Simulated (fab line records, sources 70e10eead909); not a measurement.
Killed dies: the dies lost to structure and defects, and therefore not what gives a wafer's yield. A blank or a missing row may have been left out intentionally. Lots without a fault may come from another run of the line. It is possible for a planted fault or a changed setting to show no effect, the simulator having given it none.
The tool behind it: which one? :: flow nandHarc :: route of 1302 steps, sampled at 1 step: 12 lots, 36 wafers

WHAT THE GAUGES READ, wafer by wafer
NHARC_A_STAIRCASE_INSPECT_155.
lot: L075
measured: day 19 11:41
on: defectInspect-02
rawDefectCount: 439 457 498

lot: L078
measured: day 21 15:47
on: defectInspect-01
rawDefectCount: 607 628 385

lot: L077
measured: day 21 21:34
on: defectInspect-02
rawDefectCount: 404 475 418

lot: L080
measured: day 22 01:38
on: defectInspect-02
rawDefectCount: 361 402 337

lot: L083
measured: day 23 08:17
on: defectInspect-02
rawDefectCount: 366 421 759

lot: L085
measured: day 24 08:16
on: defectInspect-01
rawDefectCount: 513 485 688

lot: L088
measured: day 25 03:16
on: defectInspect-02
rawDefectCount: 381 359 284

lot: L086
measured: day 25 06:50
on: defectInspect-01
rawDefectCount: 316 415 508

lot: L092
measured: day 26 01:59
on: defectInspect-02
rawDefectCount: 343 303 457

lot: L094
measured: day 27 00:58
on: defectInspect-02
rawDefectCount: 344 580 822

lot: L095
measured: day 28 08:18
on: defectInspect-02
rawDefectCount: 441 427 452

lot: L097
measured: day 29 00:26
on: defectInspect-02
rawDefectCount: 405 253 334

TOOL THAT RAN EACH LOT (tool first, then ch and the chambers of the sampled wafers, then the start)
There is no process step in the record ahead of these readings.

THE ANSWER, worked out from the rows above alone
Rule: the usual values come from the lots themselves. Put in order of their means at a reading, lots are off if they are a third of the lots or fewer, leave a main group of 4 or more, and stand apart from it by a gap of 3 or more times the standard deviation of the main group's means; of several such gaps the widest counts. If all means in a main group match to the digits the tables above print for the reading, that group is not used. A lot without any number at a reading at which 4 lots or more have one is off too. Any other lot the step has rows for is counted as sound.
Across all readings shown, no lot is off: no conclusion can be drawn from this.

WHAT HAD BEEN PUT IN BY THE SIMULATOR
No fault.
